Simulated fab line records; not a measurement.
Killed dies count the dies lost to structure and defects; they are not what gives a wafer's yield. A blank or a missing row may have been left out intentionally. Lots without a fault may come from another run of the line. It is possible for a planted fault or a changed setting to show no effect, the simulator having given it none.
fab line records	flow nandHarc
record: lots: 24	wafers: 72	lastDay: 34
route steps=1302 shown P_BONDPAD@370 A_ONON_D1@437 A_CHANNEL_FILL_D1@517 A_DECK1_JOINT@539
lots that met no fault: from a run of the same line without faults
startH: hours from the record's first day to the start of the lot's first wafer shown	waitH: hours since the lot's step before	" unchanged from the row above	L1.1+2: one row covering several wafers at once	- either no value or no given start	* or withheld: withheld	< > ~ a bound
route shown NAME@n: NAME is a module with steps in the file, n the number in the route of the first one	usual: mean/standard deviation taken from wafers without a fault	same: alike in all rows	chamber/n: place in a boat	sites: readings site by site	_std_site: how widely they spread, as a standard deviation	_edge_site: inner sites' mean taken away from outer sites' mean	radiusMm: how far each site lies from the wafer's centre	mask NAME#n: copy n	behind: the most recent tool/chamber to have shaped the wafer	hold: reason for holding the lot/hours on hold/outcome of the hold	device: names the non-switching transistor (n, p or np)	end of line: the route-end tests of the same wafers	a step without rows: its recipe alone	killed: the dies lost at the first sort to structure and to defects; this is not the yield of the wafer	map: a wafer's dies, x killed, . not, _ none there
set.NAME: setting as actually run; set.NAME@STEP: the setting as run at that earlier step	model.NAME: the simulator's own value behind a step, which no gauge read
a sample of lots followed through the steps of the route, with each step as a table and each wafer as a row
services: when a tool's chamber went out of use (startH, in hours from the record's first day, below 0 if earlier), for how many hours, and the reason
== steps ==
step: NHARC_P_BONDPAD_CD_MEAS_13
usual: cdNm: 498.3/2.8
lot.wafer	tool	chamber	startH	waitH	cdNm
L074.1	cdSem-03	-	135.58	-	500.6
L074.4	"	-	"	"	501.4
L074.6	"	-	"	"	500.3
L075.2	cdSem-01	-	148.93	-	497.0
L075.5	"	-	"	"	498.5
L075.6	"	-	"	"	495.0
L076.1	cdSem-01	-	152.78	-	495.4
L076.2	"	-	"	"	498.4
L076.5	"	-	"	"	497.0
L077.4	cdSem-01	-	164.15	-	498.2
L077.5	"	-	"	"	498.0
L077.6	"	-	"	"	500.4
L078.3	cdSem-01	-	179.69	-	501.4
L078.5	"	-	"	"	501.9
L078.6	"	-	"	"	499.3
L079.2	cdSem-01	-	182.61	-	495.7
L079.4	"	-	"	"	494.8
L079.5	"	-	"	"	497.9
L080.4	cdSem-01	-	202.42	-	497.1
L080.5	"	-	"	"	497.7
L080.6	"	-	"	"	494.5
L081.2	cdSem-03	-	202.58	-	502.3
L081.5	"	-	"	"	501.5
L081.6	"	-	"	"	501.4
L082.1	cdSem-01	-	221.08	-	502.3
L082.2	"	-	"	"	497.6
L082.4	"	-	"	"	497.2
L083.1	cdSem-03	-	228.70	-	495.0
L083.2	"	-	"	"	497.8
L083.3	"	-	"	"	494.9
L084.2	cdSem-02	-	241.64	-	498.9
L084.3	"	-	"	"	501.4
L084.6	"	-	"	"	497.3
L085.1	cdSem-03	-	247.58	-	497.4
L085.3	"	-	"	"	496.6
L085.4	"	-	"	"	496.3
L086.1	cdSem-03	-	248.07	-	495.9
L086.2	"	-	"	"	495.3
L086.5	"	-	"	"	493.1
L087.1	cdSem-03	-	262.90	-	503.8
L087.5	"	-	"	"	502.3
L087.6	"	-	"	"	504.7
L089.2	cdSem-03	-	287.88	-	496.4
L089.4	"	-	"	"	495.6
L089.6	"	-	"	"	499.4
L088.1	cdSem-01	-	288.82	-	500.2
L088.5	"	-	"	"	499.6
L088.6	"	-	"	"	500.3
L090.1	cdSem-02	-	302.13	-	504.1
L090.4	"	-	"	"	499.3
L090.5	"	-	"	"	503.9
L091.1	cdSem-03	-	313.75	-	497.7
L091.2	"	-	"	"	494.1
L091.3	"	-	"	"	498.8
L092.1	cdSem-01	-	314.60	-	495.9
L092.3	"	-	"	"	499.0
L092.4	"	-	"	"	500.8
L093.1	cdSem-02	-	325.22	-	500.0
L093.2	"	-	"	"	502.2
L093.4	"	-	"	"	501.3
L094.1	cdSem-03	-	330.38	-	498.2
L094.2	"	-	"	"	499.0
L094.5	"	-	"	"	500.4
L095.3	cdSem-01	-	342.98	-	497.2
L095.4	"	-	"	"	495.8
L095.6	"	-	"	"	494.4
L096.1	cdSem-01	-	358.23	-	498.4
L096.2	"	-	"	"	494.4
L096.6	"	-	"	"	495.3
L097.2	cdSem-03	-	360.89	-	494.2
L097.5	"	-	"	"	494.8
L097.6	"	-	"	"	495.9
step: NHARC_P_BONDPAD_ETCH_24
recipe: targetDepthA: 300	overEtchFrac: 0.3	timeS: 72.99	ionEnergyEv: 150	cf4FlowSccm: 50	n2FlowSccm: 100	arFlowSccm: 150	rfW: 300	biasW: 100	chemistry: CF4/N2
usual: drypumpMotorCurrentA: 5.6/0.45	mfcArSccm: 150.0/0.47	oesProductAu: 1.000/0.011	rfVppV: 314.2/2	showerheadPlenumPTorr: 2.63/0.12	throttleValvePct: 19.795/0.0088
lot.wafer	tool	chamber	startH	waitH	drypumpMotorCurrentA	mfcArSccm	oesProductAu	rfHoursCounterH	rfVppV	showerheadPlenumPTorr	throttleValvePct
L074.4	rieDiel-08	1	-	-	5.1	149.4	0.988	6.0	311.9	2.54	19.785
L074.1	"	2	"	"	5.1	149.6	0.996	6.9	314.1	2.65	19.799
L074.6	"	2	"	"	5.0	149.4	1.002	-	314.2	2.65	19.805
L075.2	rieDiel-08	3	-	-	5.5	149.8	0.990	7.7	317.6	2.82	19.803
L075.5	"	3	"	"	5.5	149.8	0.974	-	317.9	2.82	19.793
L075.6	"	0	"	"	5.7	149.1	1.007	-	313.0	2.52	19.800
L076.2	rieDiel-12	0	-	-	5.9	149.8	0.990	5.2	315.6	2.78	19.790
L076.1	"	2	"	"	5.9	150.3	1.001	3.8	309.9	2.47	19.804
L076.5	"	0	"	"	5.9	149.8	0.998	-	315.8	2.78	19.790
L077.4	rieDiel-13	0	-	-	6.6	149.8	1.019	3.9	312.2	2.49	19.779
L077.6	"	1	"	"	5.5	149.4	0.999	-	316.1	2.71	19.786
L077.5	"	2	"	"	5.4	150.4	1.003	-	312.0	2.50	19.806
L078.3	rieDiel-13	3	-	-	5.9	150.3	0.992	0.1	317.2	2.71	19.799
L078.5	"	3	"	"	5.9	149.2	0.999	-	314.6	2.71	19.791
L078.6	"	0	"	"	6.6	149.3	0.999	-	312.6	2.49	19.809
L079.2	rieDiel-08	1	-	-	5.1	149.8	0.981	9.0	312.0	2.54	19.802
L079.4	"	2	"	"	5.1	149.5	1.013	9.9	314.8	2.65	19.791
L079.5	"	0	"	"	5.7	150.4	1.013	-	312.1	2.52	19.789
L080.4	rieDiel-13	0	-	-	6.6	149.2	1.011	0.9	312.0	2.49	19.790
L080.5	"	0	"	"	6.6	150.0	1.007	-	312.2	2.49	19.785
L080.6	"	1	"	"	5.5	149.8	0.994	-	314.1	2.71	19.803
L081.2	rieDiel-12	2	-	-	5.9	150.6	0.986	5.9	309.8	2.47	19.801
L081.6	"	1	"	"	5.8	149.9	0.998	-	316.3	2.69	19.798
L081.5	"	2	"	"	5.9	149.8	0.996	-	311.7	2.47	19.802
L082.1	rieDiel-13	0	-	-	6.6	150.2	1.005	1.3	311.6	2.49	19.809
L082.4	"	1	"	"	5.5	150.3	0.995	1.4	315.2	2.71	19.808
L082.2	"	2	"	"	5.4	149.9	0.994	1.2	312.2	2.50	19.791
L083.3	rieDiel-08	0	228.96	0.1	5.7	149.9	1.009	2.2	313.9	2.52	19.793
L083.1	"	2	"	"	5.1	149.5	1.007	2.2	313.9	2.65	19.794
L083.2	"	3	"	"	5.5	150.4	0.995	2.2	316.8	2.82	19.808
L084.2	rieDiel-13	2	-	-	5.4	150.4	0.981	2.1	313.7	2.50	19.794
L084.3	"	3	"	"	5.9	150.2	0.980	2.1	315.2	2.71	19.799
L084.6	"	1	"	"	5.5	149.8	0.984	-	314.7	2.71	19.780
L085.4	rieDiel-08	1	-	-	5.1	150.2	0.995	1.4	313.8	2.54	19.787
L085.3	"	2	"	"	5.1	150.4	1.002	3.0	316.0	2.65	19.794
L085.1	"	3	"	"	5.5	150.4	0.988	3.0	317.0	2.81	19.780
L086.2	rieDiel-12	0	-	-	5.9	150.2	1.004	10.7	315.9	2.78	19.792
L086.1	"	3	"	"	6.5	150.2	1.000	9.5	315.8	2.77	19.794
L086.5	"	1	"	"	5.8	150.3	1.006	-	313.7	2.69	19.811
L087.1	rieDiel-12	0	-	-	5.9	150.6	1.002	11.0	317.2	2.78	19.781
L087.6	"	2	"	"	5.9	150.1	1.008	-	312.4	2.47	19.777
L087.5	"	3	"	"	6.5	150.3	0.990	-	314.1	2.77	19.790
L089.4	rieDiel-08	0	-	-	5.7	150.9	1.026	4.6	312.6	2.52	19.788
L089.2	"	3	"	"	5.5	149.4	1.005	4.7	316.7	2.81	19.801
L089.6	"	1	"	"	5.1	150.2	1.010	-	312.6	2.54	19.793
L088.1	rieDiel-08	0	-	-	5.7	150.0	1.017	4.7	310.8	2.52	19.807
L088.5	"	0	"	"	5.7	149.5	1.012	-	311.4	2.52	19.804
L088.6	"	1	"	"	5.1	149.8	0.992	-	312.3	2.54	19.798
L090.4	rieDiel-12	2	-	-	5.9	149.7	1.011	0.4	311.7	2.47	19.795
L090.1	"	0	"	"	5.9	149.8	1.001	0.3	316.3	2.78	19.799
L090.5	"	2	"	"	5.9	149.9	1.016	-	312.6	2.47	19.790
L091.1	rieDiel-08	3	-	-	5.5	149.9	1.001	5.6	318.1	2.81	19.796
L091.2	"	0	"	"	5.7	149.8	1.025	5.6	312.0	2.52	19.796
L091.3	"	1	"	"	5.1	150.1	1.012	4.1	312.7	2.53	19.785
L092.1	rieDiel-13	3	-	-	5.9	149.4	0.980	4.1	314.3	2.71	19.787
L092.3	"	0	"	"	6.6	150.2	0.999	4.1	311.3	2.49	19.778
L092.4	"	1	"	"	5.5	149.5	0.990	3.6	316.0	2.71	19.804
L093.1	rieDiel-08	1	-	-	5.1	150.8	0.999	4.4	314.2	2.54	19.795
L093.2	"	2	"	"	5.1	149.9	1.006	6.0	313.4	2.65	19.812
L093.4	"	3	"	"	5.5	149.8	1.011	6.0	317.9	2.81	19.780
L094.2	rieDiel-08	3	-	-	5.5	149.2	1.001	6.0	317.0	2.81	19.798
L094.1	"	0	"	"	5.7	150.5	1.005	6.1	313.1	2.52	19.796
L094.5	"	0	"	"	5.7	149.3	1.013	-	313.0	2.52	19.798
L095.3	rieDiel-08	1	343.23	0.2	5.1	150.4	0.996	5.4	312.6	2.53	19.786
L095.6	"	1	"	"	5.1	150.1	0.998	-	313.0	2.53	19.807
L095.4	"	2	"	"	5.1	150.0	0.996	-	313.7	2.65	19.791
L096.1	rieDiel-12	1	-	-	5.8	149.9	1.006	5.3	316.0	2.68	19.805
L096.2	"	2	"	"	5.9	150.1	1.002	5.1	309.9	2.46	19.800
L096.6	"	0	"	"	5.9	149.6	1.005	-	316.2	2.78	19.795
L097.2	rieDiel-08	2	-	-	5.1	150.0	1.001	8.0	315.4	2.64	19.795
L097.6	"	1	"	"	5.1	149.8	1.001	-	313.4	2.53	19.787
L097.5	"	2	"	"	5.1	150.0	1.004	-	315.3	2.64	19.800
step: NHARC_P_BONDPAD_PVD_27
recipe: targetThkA: 300	chamberPressurePa: 5	powerW: 5000	substrateTempC: 30	timeS: 20.49	material: Cu
usual: throttleValvePct: 30.5/1.1
lot.wafer	tool	chamber	startH	waitH	throttleValvePct
L074.4	pvdSputter-03	-	-	-	28.8
L074.1	"	-	"	"	28.4
L074.6	"	-	"	"	28.6
L075.2	pvdSputter-03	-	-	-	31.8
L075.5	"	-	"	"	28.4
L075.6	"	-	"	"	31.6
L076.1	pvdSputter-02	-	-	-	29.8
L076.2	"	-	"	"	30.7
L076.5	"	-	"	"	31.3
L077.4	pvdSputter-02	-	-	-	31.4
L077.5	"	-	"	"	29.1
L077.6	"	-	"	"	29.7
L078.3	pvdSputter-03	-	-	-	28.7
L078.6	"	-	"	"	30.3
L078.5	"	-	"	"	31.2
L079.4	pvdSputter-03	-	-	-	28.9
L079.2	"	-	"	"	30.4
L079.5	"	-	"	"	29.1
L080.4	pvdSputter-01	-	-	-	32.4
L080.5	"	-	"	"	30.8
L080.6	"	-	"	"	31.6
L081.2	pvdSputter-03	-	-	-	30.6
L081.5	"	-	"	"	28.8
L081.6	"	-	"	"	30.2
L082.2	pvdSputter-02	-	-	-	29.3
L082.4	"	-	"	"	29.9
L082.1	"	-	"	"	31.0
L083.1	pvdSputter-02	-	-	-	30.7
L083.2	"	-	"	"	31.3
L083.3	"	-	"	"	28.8
L084.3	pvdSputter-03	-	-	-	29.0
L084.2	"	-	"	"	31.5
L084.6	"	-	"	"	29.0
L085.3	pvdSputter-03	-	-	-	30.3
L085.1	"	-	"	"	31.3
L085.4	"	-	"	"	28.5
L086.1	pvdSputter-02	-	-	-	30.8
L086.2	"	-	"	"	31.4
L086.5	"	-	"	"	29.3
L087.1	pvdSputter-02	-	-	-	31.0
L087.6	"	-	"	"	29.2
L087.5	"	-	"	"	29.7
L089.4	pvdSputter-01	-	-	-	30.7
L089.2	"	-	"	"	30.9
L089.6	"	-	"	"	32.8
L088.1	pvdSputter-03	-	-	-	30.3
L088.6	"	-	"	"	31.2
L088.5	"	-	"	"	28.8
L090.4	pvdSputter-02	-	-	-	29.6
L090.1	"	-	"	"	31.0
L090.5	"	-	"	"	31.4
L091.2	pvdSputter-01	-	-	-	31.0
L091.1	"	-	"	"	32.7
L091.3	"	-	"	"	31.5
L092.3	pvdSputter-01	-	-	-	30.3
L092.1	"	-	"	"	32.3
L092.4	"	-	"	"	31.5
L093.2	pvdSputter-01	-	-	-	31.4
L093.4	"	-	"	"	30.9
L093.1	"	-	"	"	30.7
L094.1	pvdSputter-01	-	-	-	30.6
L094.2	"	-	"	"	31.1
L094.5	"	-	"	"	30.3
L095.3	pvdSputter-01	-	-	-	32.3
L095.4	"	-	"	"	30.5
L095.6	"	-	"	"	31.6
L096.1	pvdSputter-02	-	-	-	30.0
L096.2	"	-	"	"	29.5
L096.6	"	-	"	"	31.1
L097.2	pvdSputter-02	-	-	-	30.9
L097.6	"	-	"	"	29.9
L097.5	"	-	"	"	29.4
step: NHARC_A_ONON_D1_THK_MEAS_18
recipe: thkMeasGauge: ellipsometry
usual: thkNm: 998/8.3
lot.wafer	tool	chamber	startH	waitH	thkNm
L074.1	filmMetro-01	-	174.77	-	1007
L074.4	"	-	"	"	1009
L074.6	"	-	"	"	1008
L075.2	filmMetro-01	-	184.66	-	1010
L075.5	"	-	"	"	1010
L075.6	"	-	"	"	1010
L076.1	filmMetro-02	-	192.71	-	992
L076.2	"	-	"	"	991
L076.5	"	-	"	"	990
L077.4	filmMetro-01	-	201.34	-	1002
L077.5	"	-	"	"	1003
L077.6	"	-	"	"	1002
L079.2	filmMetro-02	-	217.90	-	997
L079.4	"	-	"	"	996
L079.5	"	-	"	"	996
L078.3	filmMetro-01	-	217.90	-	998
L078.5	"	-	"	"	997
L078.6	"	-	"	"	997
L081.2	filmMetro-01	-	238.88	-	989
L081.5	"	-	"	"	987
L081.6	"	-	"	"	988
L080.4	filmMetro-01	-	238.89	-	1010
L080.5	"	-	"	"	1010
L080.6	"	-	"	"	1011
L082.1	filmMetro-01	-	259.31	-	991
L082.2	"	-	"	"	989
L082.4	"	-	"	"	991
L083.1	filmMetro-01	-	267.28	-	1003
L083.2	"	-	"	"	1002
L083.3	"	-	"	"	1003
L084.2	filmMetro-01	-	279.95	-	1003
L084.3	"	-	"	"	1005
L084.6	"	-	"	"	1004
L085.1	filmMetro-01	-	284.35	-	997
L085.3	"	-	"	"	998
L085.4	"	-	"	"	997
L086.1	filmMetro-02	-	284.36	-	1003
L086.2	"	-	"	"	1004
L086.5	"	-	"	"	1004
L087.1	filmMetro-02	-	298.63	-	978
L087.5	"	-	"	"	979
L087.6	"	-	"	"	979
L089.2	filmMetro-02	-	327.47	-	1001
L089.4	"	-	"	"	1003
L089.6	"	-	"	"	1000
L088.1	filmMetro-01	-	327.48	-	1004
L088.5	"	-	"	"	1006
L088.6	"	-	"	"	1005
L090.1	filmMetro-02	-	344.30	-	1006
L090.4	"	-	"	"	1008
L090.5	"	-	"	"	1008
L092.1	filmMetro-02	-	352.84	-	1001
L092.3	"	-	"	"	1002
L092.4	"	-	"	"	1002
L091.1	filmMetro-01	-	352.85	-	999
L091.2	"	-	"	"	999
L091.3	"	-	"	"	999
L093.1	filmMetro-01	-	360.74	-	993
L093.2	"	-	"	"	990
L093.4	"	-	"	"	990
L094.1	filmMetro-01	-	369.60	-	989
L094.2	"	-	"	"	992
L094.5	"	-	"	"	991
L095.3	filmMetro-01	-	378.56	-	993
L095.4	"	-	"	"	993
L095.6	"	-	"	"	993
L097.2	filmMetro-02	-	397.06	-	994
L097.5	"	-	"	"	993
L097.6	"	-	"	"	993
L096.1	filmMetro-02	-	397.07	-	983
L096.2	"	-	"	"	984
L096.6	"	-	"	"	984
step: NHARC_A_CHANNEL_FILL_D1_INSPECT_13
usual: rawDefectCount: 324/140
lot.wafer	tool	chamber	startH	waitH	rawDefectCount
L074.1	defectInspect-01	-	241.18	0.0	157
L074.4	"	-	"	"	310
L074.6	"	-	"	"	311
L075.2	defectInspect-02	-	248.64	0.0	308
L075.5	"	-	"	"	277
L075.6	"	-	"	"	752
L076.1	defectInspect-01	-	258.38	0.0	293
L076.2	"	-	"	"	188
L076.5	"	-	"	"	233
L077.4	defectInspect-02	-	262.01	0.0	461
L077.5	"	-	"	"	366
L077.6	"	-	"	"	271
L078.3	defectInspect-01	-	280.06	0.0	162
L078.5	"	-	"	"	255
L078.6	"	-	"	"	287
L079.2	defectInspect-02	-	280.06	0.0	338
L079.4	"	-	"	"	633
L079.5	"	-	"	"	836
L080.4	defectInspect-01	-	303.42	0.0	323
L080.5	"	-	"	"	420
L080.6	"	-	"	"	266
L081.2	defectInspect-02	-	303.44	0.0	478
L081.5	"	-	"	"	642
L081.6	"	-	"	"	1059
L082.1	defectInspect-01	-	321.58	0.0	413
L082.2	"	-	"	"	341
L082.4	"	-	"	"	279
L083.1	defectInspect-02	-	337.72	0.0	231
L083.2	"	-	"	"	343
L083.3	"	-	"	"	214
L084.2	defectInspect-01	-	341.84	0.0	243
L084.3	"	-	"	"	294
L084.6	"	-	"	"	325
L085.1	defectInspect-01	-	352.13	0.0	315
L085.3	"	-	"	"	198
L085.4	"	-	"	"	218
L086.1	defectInspect-02	-	352.14	0.0	194
L086.2	"	-	"	"	275
L086.5	"	-	"	"	399
L087.1	defectInspect-02	-	362.99	0.0	283
L087.5	"	-	"	"	284
L087.6	"	-	"	"	278
L089.2	defectInspect-02	-	394.45	0.0	352
L089.4	"	-	"	"	322
L089.6	"	-	"	"	352
L088.1	defectInspect-01	-	394.46	0.0	728
L088.5	"	-	"	"	326
L088.6	"	-	"	"	762
L090.1	defectInspect-02	-	406.54	0.0	208
L090.4	"	-	"	"	275
L090.5	"	-	"	"	169
L092.1	defectInspect-02	-	414.22	0.0	196
L092.3	"	-	"	"	173
L092.4	"	-	"	"	256
L091.1	defectInspect-01	-	414.23	0.0	308
L091.2	"	-	"	"	213
L091.3	"	-	"	"	254
L093.1	defectInspect-02	-	422.76	0.0	285
L093.2	"	-	"	"	265
L093.4	"	-	"	"	272
L094.1	defectInspect-01	-	443.32	0.0	294
L094.2	"	-	"	"	184
L094.5	"	-	"	"	370
L095.3	defectInspect-01	-	457.51	0.0	265
L095.4	"	-	"	"	456
L095.6	"	-	"	"	340
L097.2	defectInspect-02	-	457.51	0.0	160
L097.5	"	-	"	"	172
L097.6	"	-	"	"	257
L096.1	defectInspect-02	-	466.78	0.0	126
L096.2	"	-	"	"	182
L096.6	"	-	"	"	226
step: NHARC_A_DECK1_JOINT_CMP_02
recipe: material: SiOx
usual: motorCurrentA: 12.3/1.4	retainingRingPressureFrac: 1.000/0.0053
lot.wafer	tool	chamber	startH	waitH	motorCurrentA	retainingRingPressureFrac
L075.2	cmp-04	0	288.70	0.4	11.2	0.989
L075.6	"	0	"	"	11.8	1.000
L075.5	"	1	"	"	13.3	0.992
L074.4	cmp-03	2	288.70	0.4	12.1	1.006
L074.1	"	0	"	"	8.4	0.996
L074.6	"	2	"	"	12.5	1.006
L076.2	cmp-03	1	294.57	0.4	10.3	1.009
L076.1	"	2	"	"	12.1	0.996
L076.5	"	3	"	"	11.8	1.000
L077.4	cmp-04	2	294.60	0.4	12.8	0.996
L077.6	"	3	"	"	13.4	0.993
L077.5	"	0	"	"	11.7	1.001
L078.3	cmp-04	2	319.72	0.4	12.7	1.000
L078.6	"	2	"	"	13.2	1.002
L078.5	"	3	"	"	13.5	0.999
L079.2	cmp-01	2	319.77	0.4	13.6	0.997
L079.4	"	3	"	"	11.2	0.994
L079.5	"	0	"	"	13.5	0.995
L081.2	cmp-04	3	337.99	0.4	13.7	1.000
L081.6	"	3	"	"	13.2	1.001
L081.5	"	0	"	"	11.2	0.999
L080.4	cmp-01	2	338.02	0.4	12.7	1.001
L080.5	"	1	"	"	14.2	0.996
L080.6	"	2	"	"	12.5	0.998
L082.2	cmp-03	0	356.35	0.4	8.6	1.004
L082.4	"	2	"	"	12.5	1.001
L082.1	"	3	"	"	11.7	1.012
L083.3	cmp-04	0	373.82	0.4	11.6	0.996
L083.1	"	1	"	"	12.5	1.004
L083.2	"	2	"	"	12.3	0.996
L084.3	cmp-04	2	376.30	0.4	13.1	1.002
L084.2	"	0	"	"	11.5	1.002
L084.6	"	2	"	"	13.0	1.000
L085.1	cmp-03	2	385.07	0.4	12.6	1.000
L085.3	"	3	"	"	11.2	1.011
L085.4	"	0	"	"	8.4	0.989
L086.1	cmp-04	0	385.07	0.4	11.5	1.008
L086.2	"	1	"	"	13.0	0.991
L086.5	"	3	"	"	13.5	1.002
L087.1	cmp-04	2	399.75	0.4	13.4	1.005
L087.6	"	1	"	"	12.7	1.007
L087.5	"	2	"	"	13.6	1.000
L089.2	cmp-03	2	425.21	0.4	12.8	0.988
L089.4	"	3	"	"	11.9	0.995
L089.6	"	0	"	"	9.0	1.006
L088.1	cmp-01	3	425.21	0.4	11.4	1.002
L088.5	"	1	"	"	13.7	1.002
L088.6	"	2	"	"	12.8	1.000
L090.1	cmp-01	1	446.76	0.4	13.1	0.996
L090.4	"	3	"	"	11.6	1.002
L090.5	"	0	"	"	13.5	0.999
L091.2	cmp-01	2	451.25	0.4	12.9	0.997
L091.3	"	0	"	"	12.7	0.995
L091.1	"	1	"	"	13.9	1.001
L092.1	cmp-04	1	451.25	0.4	13.2	0.989
L092.4	"	2	"	"	13.5	1.000
L092.3	"	3	"	"	13.9	0.999
L093.1	cmp-01	0	469.25	0.4	13.7	0.998
L093.2	"	2	"	"	12.6	1.003
L093.4	"	3	"	"	11.5	0.989
L094.2	cmp-03	1	478.89	0.4	10.1	1.004
L094.1	"	2	"	"	11.9	0.995
L094.5	"	1	"	"	11.3	0.999
L097.2	cmp-01	2	496.00	0.4	13.5	1.001
L097.5	"	2	"	"	13.1	0.998
L097.6	"	3	"	"	11.0	0.997
L095.4	cmp-04	0	496.03	0.4	12.0	1.000
L095.3	"	1	"	"	12.9	0.999
L095.6	"	3	"	"	14.2	1.006
L096.2	cmp-04	3	502.09	0.4	13.5	0.997
L096.1	"	2	"	"	13.6	1.000
L096.6	"	0	"	"	12.1	1.001
== services ==
tool	chamber	startH	hours	kind
pvdSputter-03	-	117.06	0.8	repair
cmp-04	-	151.82	0.7	repair
cmp-04	-	161.08	2.8	repair
pvdSputter-03	-	170.03	10.0	pm
rieDiel-08	2	187.91	11.6	repair
rieDiel-08	-	190.80	9.0	pm
cmp-04	-	209.11	4.0	pm
rieDiel-08	1	219.25	12.2	repair
pvdSputter-03	-	220.18	1.7	repair
pvdSputter-02	-	228.53	0.8	repair
cmp-04	-	258.68	0.9	repair
pvdSputter-02	-	282.00	10.0	pm
cmp-04	-	307.11	4.0	pm
pvdSputter-03	-	336.03	5.3	repair
rieDiel-08	0	342.49	1.4	repair
pvdSputter-03	-	348.03	10.0	pm
rieDiel-08	-	367.80	9.0	pm
pvdSputter-03	-	374.60	2.4	repair
pvdSputter-03	-	391.86	20.0	repair
rieDiel-08	-	405.18	0.2	repair
cmp-04	-	405.19	4.0	pm
pvdSputter-02	-	409.43	2.8	repair
pvdSputter-02	-	422.18	3.2	repair
pvdSputter-02	-	460.00	10.0	pm
== key ==
fault none
